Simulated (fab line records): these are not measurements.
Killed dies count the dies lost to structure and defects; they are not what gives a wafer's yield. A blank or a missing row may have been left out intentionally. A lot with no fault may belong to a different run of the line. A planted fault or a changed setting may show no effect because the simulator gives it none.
What tool caused it? -- flow nandHarc -- 6 lots, 16 wafers sampled, at 5 steps of a route of 1159

WHAT THE GAUGES READ, wafer by wafer
NHARC_END_SORT_01.
lot,measured,on,defectLimitedYield (%)
L736,day 21 21:30,prober-01,92.8

WHICH TOOL RAN EACH LOT (tool, then ch and the chambers of the sampled wafers, then the start)
lot,NHARC_A_BLC_DEGAS_30,NHARC_A_BLC_CMP_25,NHARC_A_M0_PEB_07,NHARC_A_M0_CMP_23
L728,"pvdSputter-02, day 17 23:23","cmp-01 ch 0,2,3, day 18 00:27","lithoTrack-04 ch 0, day 18 01:38","cmp-04 ch 0,3, day 18 04:03"
L727,"pvdSputter-02, day 18 02:21","cmp-01 ch 1,2,3, day 18 03:22","lithoTrack-06 ch 0, day 18 04:29","cmp-04 ch 0,1,3, day 18 06:46"
L734,"pvdSputter-03, day 18 20:26","cmp-01 ch 1,2,3, day 18 21:25","lithoTrack-06 ch 0, day 18 22:37","cmp-04 ch 0,2,3, day 19 00:58"
L736,"pvdSputter-02, day 19 21:44","cmp-01 ch 0, day 19 23:09","lithoTrack-06 ch 0, day 20 00:18","cmp-04 ch 2, day 20 02:41"
L746,"pvdSputter-02, day 22 04:12","cmp-03 ch 0,1,3, day 22 05:11","lithoTrack-04 ch 0, day 22 06:41","cmp-03 ch 1,2,3, day 22 09:07"
L747,"pvdSputter-02, day 22 19:35","cmp-03 ch 0,1,3, day 23 02:06","lithoTrack-06 ch 0, day 23 03:20","cmp-03 ch 0,1,2, day 23 05:35"
- NHARC_A_BLC_DEGAS_30: time 60 s.
- NHARC_A_BLC_CMP_25: polishes, t overpolish 30 s, target thk 150 nm.
- NHARC_A_M0_PEB_07: peb time 65 s.
- NHARC_A_M0_CMP_23: polishes, t overpolish 20 s, target thk 113.75 nm.

THE ANSWER, worked out from the rows above alone
Rule: the lots themselves supply what counts as usual. Put in order of their means at a reading, lots are off if they are a third of the lots or fewer, leave a main group of 4 or more, and stand apart from it by a gap of 3 or more times the standard deviation of the main group's means; of several such gaps the widest counts. A main group whose means are all the same, to the digits that the tables above print for the reading, isn't used. Also off: a lot with no number at a reading for which 4 or more lots have one. The other lots that the step has rows for count as sound.
No lot is off at any reading shown: from this, nothing can be told.

WHAT THE SIMULATOR PUT IN
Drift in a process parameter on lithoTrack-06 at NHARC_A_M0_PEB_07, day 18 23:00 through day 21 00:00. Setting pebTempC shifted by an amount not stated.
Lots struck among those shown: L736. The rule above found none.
